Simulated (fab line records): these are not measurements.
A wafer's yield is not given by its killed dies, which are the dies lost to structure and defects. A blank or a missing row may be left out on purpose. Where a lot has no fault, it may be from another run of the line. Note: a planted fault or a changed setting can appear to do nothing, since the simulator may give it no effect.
fab line records    flow n5_finfet
[record] lots = 7  wafers = 21
route steps=1938 shown BEOL_M10@1480 BEOL_M11@1539 BEOL_M13@1662
start_h: hours from the record's first day to the start of the lot's first wafer shown    wait_h: hours from the lot's prior step to this one    " unchanged from the row above    L1.1+2: one row covering several wafers at once    - no value, or no start was given    * or withheld: withheld    < > ~ a bound
route shown NAME@n: NAME is a module with steps in the file, n the number in the route of the first one    usual: mean/standard deviation taken from wafers without a fault    same: alike in all rows    chamber/n: place in a boat    sites: readings site by site    _std_site: the standard deviation of these    _edge_site: outer sites' mean less inner sites'    radius_mm: how far each site lies from the wafer's centre    mask NAME#n: copy n    behind: the most recent tool/chamber to have shaped the wafer    hold: why the lot went on hold/how many hours it stayed there/how the hold came to an end    device: the n, p or np transistor that did not switch    end of line: the same wafers' tests at the end of the route    a step without rows: its recipe alone    killed: dies that structure and defects cost at the first sort, which is not the same as the wafer's yield    map: the dies of a wafer, with x for killed, . for not killed, _ for no die there
set.NAME: the setting the step ran with; set.NAME@STEP: the setting that earlier step ran with    model.NAME: the simulator's own value behind a step, which no gauge read
lots with deliberately changed settings; one table per step, one row per wafer
[[steps]]
[step N5_BEOL_M10_EXPOSE_08]
[recipe] mask_id = M10  na = 1.35  source_shape = dipole  sigma_inner = 0.411  sigma_outer = 0.611  polarization = te  dose_mj = 53.75
lot.wafer   tool             chamber  start_h  wait_h  mask   set.dose_mj
L076.1+3    arfi_scanner-03  0        233.51   -       M10#0  55.58
L076.2      "                0        "        "       M10#0  53.75
L077.1      arfi_scanner-03  0        235.27   -       M10#0  53.75
L077.4+6    "                0        "        "       M10#0  56.77
L080.2+3    arfi_scanner-03  0        274.69   -       M10#0  55.78
L080.5      "                0        "        "       M10#0  53.75
L083.2+6    arfi_scanner-03  0        284.09   -       M10#0  54.94
L083.4      "                0        "        "       M10#0  53.75
L084.2+4+6  arfi_scanner-02  0        305.86   -       M10#0  53.75
L093.1+2    arfi_scanner-02  0        354.23   -       M10#0  53.75
L093.4      "                0        "        "       M10#0  56.75
L094.2+3+4  arfi_scanner-02  0        369.30   -       M10#0  53.75
[step N5_BEOL_M10_PEB_09]
[recipe] peb_temp_c = withheld  peb_time_s = 60  resist = CAR-ArF
[step N5_BEOL_M10_DEVELOP_10]
[recipe] develop_time_s = 30  developer = TMAH  resist = CAR-ArF  rinse_liquid = diw  dry = air_spin  dev_temp_c = 23
[step N5_BEOL_M10_CD_MEAS_11]
[recipe] target_cd_nm = 64.1  landing_energy_ev = 500  detector = se_inlens  polarity = opening
[usual] cd_nm = 64.0/0.55
lot.wafer  tool       chamber  start_h  wait_h  set.dose_mj@BEOL_M10_EXPOSE_08  cd_nm
L076.1     cd_sem-03  0        233.64   -       55.58                           65.3
L076.2     "          0        "        "       53.75                           63.9
L076.3     "          0        "        "       55.58                           66.5
L077.1     cd_sem-02  0        235.39   -       53.75                           64.4
L077.4     "          0        "        "       56.77                           67.6
L077.6     "          0        "        "       56.77                           68.0
L080.2     cd_sem-01  0        274.81   -       55.78                           66.3
L080.3     "          0        "        "       55.78                           65.8
L080.5     "          0        "        "       53.75                           63.6
L083.2     cd_sem-02  0        284.21   -       54.94                           65.2
L083.4     "          0        "        "       53.75                           63.6
L083.6     "          0        "        "       54.94                           64.3
L084.2     cd_sem-02  0        305.98   -       53.75                           63.8
L084.4     "          0        "        "       53.75                           64.7
L084.6     "          0        "        "       53.75                           64.4
L093.1     cd_sem-03  0        354.35   -       53.75                           63.9
L093.2     "          0        "        "       53.75                           63.7
L093.4     "          0        "        "       56.75                           66.7
L094.2     cd_sem-03  0        369.42   -       53.75                           64.1
L094.3     "          0        "        "       53.75                           63.4
L094.4     "          0        "        "       53.75                           63.5
[step N5_BEOL_M10_DESCUM_16]
[recipe] chemistry = O2  time_s = 7.9  source_power_w = 50  bias_power_w = 20  pressure_mtorr = 20  rf_frequency_hz = 2.712e+07  temp_c = 40  resist = CAR-ArF  o2_flow_sccm = 225
[step N5_BEOL_M10_ETCH_61]
[recipe] chemistry = CF4  target = SiARC  target_depth_a = 390  mask_material = CAR-ArF  time_s = 65  ion_energy_ev = 80  pressure_mtorr = 40  source_w = 545  bias_w = 36  Ar_flow_sccm = 100  cf4_flow_sccm = 100  ends = cleared
lot.wafer  tool         chamber  start_h  wait_h  set.dose_mj@BEOL_M10_EXPOSE_08  model.BEOL_M10.cd_offset_nm
L076.1     rie_diel-02  0        233.76   0.0     55.58                           1.2
L076.2     "            3        "        "       53.75                           -0.6
L076.3     "            2        "        "       55.58                           1.8
L077.1     rie_diel-02  0        235.52   0.0     53.75                           0
L077.4     "            3        "        "       56.77                           3.4
L077.6     "            2        "        "       56.77                           3.6
L080.2     rie_diel-06  1        275.35   0.0     55.78                           2
L080.3     "            3        "        "       55.78                           1.6
L080.5     "            3        "        "       53.75                           -0.6
L083.2     rie_diel-02  0        284.34   0.0     54.94                           1.2
L083.4     "            1        "        "       53.75                           -0.4
L083.6     "            2        "        "       54.94                           -0.4
L084.2     rie_diel-06  1        306.10   0.0     53.75                           0
L084.4     "            3        "        "       53.75                           0.2
L084.6     "            1        "        "       53.75                           0.4
L093.1+2   rie_diel-01  2,3      354.48   0.0     53.75                           0
L093.4     "            0        "        "       56.75                           3
L094.2     rie_diel-01  0        369.69   0.0     53.75                           0.2
L094.3+4   "            1        "        "       53.75                           -0.8
[step N5_BEOL_M10_ETCH_62]
[recipe] chemistry = N2/H2  target = SOC  target_depth_a = 1100  overetch_a = 220  mask_material = SiARC  temp_c = 40  time_s = 165  ion_energy_ev = 200  pressure_mtorr = 30  source_w = 840  bias_w = 150  n2_flow_sccm = 200  h2_flow_sccm = 200
lot.wafer  tool         chamber  start_h  wait_h  set.spin_rpm@BEOL_M10_COAT_59  set.dose_mj@BEOL_M10_EXPOSE_08  model.BEOL_M10.cd_offset_nm  model.etch.depth_nm
L076.1     rie_diel-02  0        233.81   0.0     1500                           55.58                           0.8                          100.4
L076.2     "            3        "        "       1448                           53.75                           -0.6                         102.1
L076.3     "            2        "        "       1500                           55.58                           2                            100
L077.1     rie_diel-02  0        235.57   0.0     1500                           53.75                           -0.2                         99.75
L077.4     "            3        "        "       1559                           56.77                           3.4                          98.22
L077.6     "            2        "        "       1500                           56.77                           3.8                          100.1
L080.2     rie_diel-06  1        275.40   0.0     1500                           55.78                           2                            99.55
L080.3     "            3        "        "       1500                           55.78                           1.8                          99.79
L080.5     "            3        "        "       1452                           53.75                           -0.6                         101.1
L083.2     rie_diel-02  0        284.39   0.0     1500                           54.94                           1                            100
L083.4     "            1        "        "       1500                           53.75                           -0.4                         99.98
L083.6     "            2        "        "       1500                           54.94                           -0.2                         99.67
L084.2     rie_diel-06  2        306.15   0.0     1500                           53.75                           0.2                          100.3
L084.4     "            0        "        "       1500                           53.75                           0                            100.4
L084.6     "            3        "        "       1581                           53.75                           0.2                          97.73
L093.1     rie_diel-01  2        354.53   0.0     1545                           53.75                           0.2                          98.65
L093.2     "            3        "        "       1545                           53.75                           0.2                          98.25
L093.4     "            0        "        "       1500                           56.75                           3                            99.8
L094.2     rie_diel-01  0        369.74   0.0     1500                           53.75                           0                            100.2
L094.3+4   "            1        "        "       1500                           53.75                           -0.8                         100.2
[step N5_BEOL_M10_STRIP_68]
[recipe] chemistry = N2/H2  temp_c = 40  n2_flow_sccm = 200  h2_flow_sccm = 200  rf_frequency_hz = 6e+07
[step N5_BEOL_M10_STRIP_67]
[recipe] chemistry = CF4  resist = SiARC  power_w = 300  bias_power_w = 75  pressure_mtorr = 50  cf4_flow_sccm = 150  rf_frequency_hz = 6e+07
[step N5_BEOL_M10_HM_OPEN_17]
[recipe] chemistry = Cl2/BCl3  target_depth_a = 200  overetch_a = 60  target = TiN  mask_material = SOC  ion_energy_ev = 150  pressure_mtorr = 10  icp_w = 1000  bias_w = 126  Cl2_flow_sccm = 53.25  bcl3_flow_sccm = 21.75  Ar_flow_sccm = 25
lot.wafer   tool          chamber  start_h  wait_h  set.spin_rpm@BEOL_M10_COAT_59  model.SOC_of_BEOL_M10_COAT_59.thk_nm
L076.1      rie_metal-02  0        234.00   0.0     1500                           92.8
L076.2      "             1        "        "       1448                           94.2
L076.3      "             1        "        "       1500                           92.2
L077.1      rie_metal-01  1        235.75   0.0     1500                           91.8
L077.4      "             0        "        "       1559                           90.4
L077.6      "             1        "        "       1500                           92.2
L080.2      rie_metal-03  1        275.59   0.0     1500                           91.8
L080.3      "             1        "        "       1500                           92.2
L080.5      "             0        "        "       1452                           93.4
L083.2+4    rie_metal-01  0        284.57   0.0     1500                           92.2
L083.6      "             1        "        "       1500                           91.8
L084.2+4    rie_metal-02  0        306.34   0.0     1500                           92.6
L084.6      "             0        "        "       1581                           90
L093.1      rie_metal-03  0        354.71   0.0     1545                           91
L093.2      "             1        "        "       1545                           90.4
L093.4      "             1        "        "       1500                           92
L094.2+3+4  rie_metal-02  0,1,0    369.93   0.0     1500                           92.6
[step N5_BEOL_M10_STRIP_19]
[recipe] chemistry = O2  power_w = 400  temp_c = 40  pressure_mtorr = 30  rf_frequency_hz = 6e+07  bias_power_w = 0  overash_fraction = 0.2  o2_flow_sccm = 225
[step N5_BEOL_M10_CD_MEAS_18]
[recipe] pitch_nm = 140  target_cd_nm = 70
[usual] cd_nm = 69.7/0.57
lot.wafer  tool       chamber  start_h  wait_h  set.dose_mj@BEOL_M10_EXPOSE_08  cd_nm
L076.1     cd_sem-02  -        234.28   0.0     55.58                           70.8
L076.2     "          -        "        "       53.75                           69.6
L076.3     "          -        "        "       55.58                           71.9
L077.1     cd_sem-03  -        235.93   0.0     53.75                           69.7
L077.4     "          -        "        "       56.77                           73.8
L077.6     "          -        "        "       56.77                           73.9
L080.2     cd_sem-03  -        275.93   0.1     55.78                           71.6
L080.3     "          -        "        "       55.78                           71.7
L080.5     "          -        "        "       53.75                           69.2
L083.2     cd_sem-02  -        284.88   0.1     54.94                           70.5
L083.4     "          -        "        "       53.75                           69.6
L083.6     "          -        "        "       54.94                           70.0
L084.2     cd_sem-02  -        306.52   0.1     53.75                           70.9
L084.4     "          -        "        "       53.75                           69.9
L084.6     "          -        "        "       53.75                           70.3
L093.1     cd_sem-02  -        354.94   0.0     53.75                           70.2
L093.2     "          -        "        "       53.75                           70.2
L093.4     "          -        "        "       56.75                           72.9
L094.2     cd_sem-02  -        370.28   0.1     53.75                           69.7
L094.3     "          -        "        "       53.75                           69.0
L094.4     "          -        "        "       53.75                           69.6
[step N5_BEOL_M10_COAT_63]
[recipe] resist = SOC  temp_c = 250  time_s = 60  spin_rpm = 1500  resist_thk_nm = 100
[step N5_BEOL_M10_COAT_64]
[recipe] resist = SiARC  temp_c = 220  time_s = 60  spin_rpm = 1500  resist_thk_nm = 30
[step N5_BEOL_M10_PRECLEAN_42]
[recipe] chemistry = residue_remover  time_s = 60  temp_c = 40
[step N5_BEOL_M10_SRD_43]
[recipe] time_s = 30  temp_c = 23  rinse_liquid = diw  dry = ipa_marangoni
[step N5_BEOL_M10_CD_MEAS_35]
[recipe] target_cd_nm = 70  polarity = opening
[usual] cd_nm = 69.8/0.57
lot.wafer  tool       chamber  start_h  wait_h  set.dose_mj@BEOL_M10_EXPOSE_08  cd_nm
L077.1     cd_sem-02  -        238.98   0.0     53.75                           70.2
L077.4     "          -        "        "       56.77                           73.8
L077.6     "          -        "        "       56.77                           73.8
L076.1     cd_sem-02  -        239.52   0.0     55.58                           70.7
L076.2     "          -        "        "       53.75                           69.0
L076.3     "          -        "        "       55.58                           72.4
L080.2     cd_sem-02  -        279.24   0.0     55.78                           72.2
L080.3     "          -        "        "       55.78                           72.1
L080.5     "          -        "        "       53.75                           69.7
L083.2     cd_sem-01  -        286.61   0.0     54.94                           70.8
L083.4     "          -        "        "       53.75                           69.9
L083.6     "          -        "        "       54.94                           70.0
L084.2     cd_sem-01  -        309.19   0.0     53.75                           69.8
L084.4     "          -        "        "       53.75                           69.9
L084.6     "          -        "        "       53.75                           70.6
L093.1     cd_sem-03  -        358.18   0.0     53.75                           70.4
L093.2     "          -        "        "       53.75                           70.1
L093.4     "          -        "        "       56.75                           73.4
L094.2     cd_sem-03  -        372.20   0.0     53.75                           69.6
L094.3     "          -        "        "       53.75                           69.6
L094.4     "          -        "        "       53.75                           69.7
[step N5_BEOL_M11_PECVD_70]
[recipe] material = SiO2  target_thk_a = 200  temp_c = 400  precursor = TEOS/O2  pressure_torr = 5.5  rf_w = 450  teos_flow_sccm = 53.8  gas = O2  flow_sccm = 3000  time_s = 22.7
lot.wafer  tool      chamber  start_h  wait_h  set.time_s  model.SiO2_of_BEOL_M11_PECVD_70.thk_nm
L077.1     pecvd-02  2        241.89   0.0     21.04       19
L077.4+6   "         0,2      "        "       22.7        20.8
L076.1     pecvd-04  1        242.42   0.0     22.7        20
L076.2     "         0        "        "       22.7        20.2
L076.3     "         2        "        "       22.7        20.4
L080.2     pecvd-01  2        282.82   0.0     22.7        19.2
L080.3     "         1        "        "       22.7        19.4
L080.5     "         1        "        "       22.7        19.8
L083.2     pecvd-04  0        290.31   0.0     19.88       17.6
L083.4     "         0        "        "       19.88       18
L083.6     "         1        "        "       22.7        20.2
L084.2     pecvd-01  2        313.20   0.0     22.7        19.8
L084.4     "         2        "        "       20.43       18.2
L084.6     "         0        "        "       20.43       18
L093.1+4   pecvd-02  1,0      361.16   0.0     22.7        20.8
L093.2     "         0        "        "       23.8        21.2
L094.2     pecvd-01  1        376.44   0.0     22.7        20
L094.3     "         2        "        "       22.7        19.8
L094.4     "         2        "        "       22.7        20.2
[step N5_BEOL_M11_TRENCH_ETCH_37]
[recipe] chemistry = C4F6/O2  target_depth_a = 1488.3  target = SiCOH_lowk  time_s = 48  ion_energy_ev = 250  pressure_mtorr = 30  source_w = 345  bias_w = 185  Ar_flow_sccm = 300  C4F6_flow_sccm = 10  O2_flow_sccm = 10
[usual] rf_vpp_V = 668/10
lot.wafer  tool         chamber  start_h  wait_h  set.bias_w  rf_vpp_V
L076.1     rie_diel-04  0        -        -       185         678
L076.2     "            2        "        "       185         650
L076.3     "            1        "        "       185         676
L077.1     rie_diel-05  2        -        -       185         677
L077.4     "            1        "        "       185         673
L077.6     "            2        "        "       202.3       727
L080.2     rie_diel-04  1        -        -       185         674
L080.3     "            0        "        "       185         679
L080.5     "            3        "        "       218.2       775
L083.2     rie_diel-05  0        -        -       185         656
L083.4     "            1        "        "       196.3       704
L083.6     "            0        "        "       185         655
L084.2     rie_diel-03  0        -        -       158.6       590
L084.4     "            1        "        "       185         659
L084.6     "            0        "        "       185         666
L093.1     rie_diel-05  0        -        -       185         656
L093.2     "            1        "        "       160.8       600
L093.4     "            3        "        "       160.8       597
L094.2     rie_diel-03  1        -        -       185         660
L094.3     "            2        "        "       185         682
L094.4     "            3        "        "       185         655
[step N5_BEOL_M11_ETCH_41]
[recipe] chemistry = CH3F/O2  target = SiCN  target_depth_a = 426  taper_deg = 2  time_s = 86  ion_energy_ev = 120  mask_material = TiN  pressure_mtorr = 30  source_w = 395  bias_w = 75  Ar_flow_sccm = 150  CH3F_flow_sccm = 30  O2_flow_sccm = 20
lot.wafer  tool         chamber  start_h  wait_h  set.time_s  model.etch.depth_nm
L076.1     rie_diel-04  0        -        -       70.88       27.06
L076.2     "            2        "        "       86          32.64
L076.3     "            1        "        "       86          32.1
L077.1     rie_diel-05  2        -        -       91.01       35.53
L077.4     "            1        "        "       91.01       35.18
L077.6     "            2        "        "       86          33.46
L080.2     rie_diel-04  1        -        -       86          31.72
L080.3     "            0        "        "       104.1       39.87
L080.5     "            3        "        "       86          32.14
L083.2     rie_diel-05  0        -        -       86          32.6
L083.4     "            1        "        "       86          32.65
L083.6     "            0        "        "       86          32.52
L084.2     rie_diel-03  0        -        -       86          32.37
L084.4     "            1        "        "       86          31.86
L084.6     "            0        "        "       77.87       29.33
L093.1     rie_diel-05  0        -        -       101.2       38.34
L093.2     "            1        "        "       101.2       38.42
L093.4     "            3        "        "       101.2       37.92
L094.2     rie_diel-03  1        -        -       86          32.26
L094.3     "            2        "        "       86          34.7
L094.4     "            3        "        "       86          33.28
[step N5_BEOL_M11_STRIP_77]
[recipe] chemistry = N2/H2  time_s = 10  power_w = 450  temp_c = 40  pressure_mtorr = 20  rf_frequency_hz = 6e+07  bias_power_w = 7  n2_flow_sccm = 200  h2_flow_sccm = 200
[step N5_BEOL_M11_OCD_MEAS_38]
[usual] trench_depth_nm = 148.3/2.7
lot.wafer  tool    chamber  start_h  wait_h  set.bias_w@BEOL_M11_TRENCH_ETCH_37  trench_depth_nm
L076.1     ocd-02  -        247.55   -       185                                 147.4
L076.2     "       -        "        "       185                                 145.3
L076.3     "       -        "        "       185                                 144.6
L077.1     ocd-02  -        247.72   -       185                                 152.3
L077.4     "       -        "        "       185                                 150.3
L077.6     "       -        "        "       202.3                               156.5
L080.2     ocd-02  -        286.17   -       185                                 146.6
L080.3     "       -        "        "       185                                 149.5
L080.5     "       -        "        "       218.2                               156.4
L083.2     ocd-02  -        295.33   -       185                                 148.7
L083.4     "       -        "        "       196.3                               153.3
L083.6     "       -        "        "       185                                 147.5
L084.2     ocd-02  -        319.14   -       158.6                               142.1
L084.4     "       -        "        "       185                                 146.1
L084.6     "       -        "        "       185                                 149.5
L093.1     ocd-01  -        364.97   -       185                                 149.3
L093.2     "       -        "        "       160.8                               144.1
L093.4     "       -        "        "       160.8                               140.1
L094.2     ocd-01  -        382.09   -       185                                 147.2
L094.3     "       -        "        "       185                                 153.3
L094.4     "       -        "        "       185                                 150.8
[step N5_BEOL_M13_COAT_04]
[recipe] spin_rpm = 1625  resist_thk_nm = 400
lot.wafer  tool            chamber  start_h  wait_h  set.spin_rpm  model.coat_of_BEOL_M13_COAT_04.thk_nm
L076.1+3   litho_track-05  0        -        -       1625          398.6
L076.2     "               0        "        "       1625          399.6
L077.1     litho_track-04  0        -        -       1758          385.6
L077.4     "               0        "        "       1625          400.6
L077.6     "               0        "        "       1758          385
L080.2+3   litho_track-05  0        -        -       1625          400.8
L080.5     "               0        "        "       1798          380.4
L083.2     litho_track-02  0        -        -       1625          401.8
L083.4     "               0        "        "       1625          400.4
L083.6     "               0        "        "       1625          401.6
L084.2     litho_track-05  0        -        -       1747          383.8
L084.4     "               0        "        "       1747          383.6
L084.6     "               0        "        "       1747          383.4
L093.1     litho_track-05  0        -        -       1445          427
L093.2     "               0        "        "       1625          401.6
L093.4     "               0        "        "       1445          424.4
L094.2     litho_track-02  0        -        -       1625          402
L094.3     "               0        "        "       1625          400.8
L094.4     "               0        "        "       1625          401.4
[[key]]
[split] step = N5_BEOL_M10_EXPOSE_08  setting = dose_mj  stated = 53.75  by = wafer
[response] step = N5_BEOL_M10_CD_MEAS_11  reading = cd_nm  change = +0.581  per = 1%  r = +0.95
[response] step = N5_BEOL_M10_ETCH_61  reading = model.BEOL_M10.cd_offset_nm  change = +0.582  per = 1%  r = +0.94
[response] step = N5_BEOL_M10_ETCH_62  reading = model.BEOL_M10.cd_offset_nm  change = +0.588  per = 1%  r = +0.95
[response] step = N5_BEOL_M10_CD_MEAS_18  reading = cd_nm  change = +0.593  per = 1%  r = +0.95
[response] step = N5_BEOL_M10_CD_MEAS_35  reading = cd_nm  change = +0.607  per = 1%  r = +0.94
[split] step = N5_BEOL_M11_PECVD_70  setting = time_s  stated = 22.7  by = wafer
[response] step = N5_BEOL_M11_PECVD_70  reading = model.SiO2_of_BEOL_M11_PECVD_70.thk_nm  change = +0.187  per = 1%  r = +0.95
[split] step = N5_BEOL_M11_TRENCH_ETCH_37  setting = bias_w  stated = 185  by = wafer
[response] step = N5_BEOL_M11_TRENCH_ETCH_37  reading = rf_vpp_V  change = +5.28  per = 1%  r = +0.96
[response] step = N5_BEOL_M11_OCD_MEAS_38  reading = trench_depth_nm  change = +0.493  per = 1%  r = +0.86
[split] step = N5_BEOL_M11_ETCH_41  setting = time_s  stated = 86  by = wafer
[response] step = N5_BEOL_M11_ETCH_41  reading = model.etch.depth_nm  change = +0.34  per = 1%  r = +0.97
[split] step = N5_BEOL_M13_COAT_04  setting = spin_rpm  stated = 1625  by = wafer
[response] step = N5_BEOL_M13_COAT_04  reading = model.coat_of_BEOL_M13_COAT_04.thk_nm  change = -2.01  per = 1%  r = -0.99
split outside_this_file step=N5_BEOL_M10_COAT_59 setting=spin_rpm
// split outside_this_file: this setting was split too, and the file shows its column; the key of that split is in another file
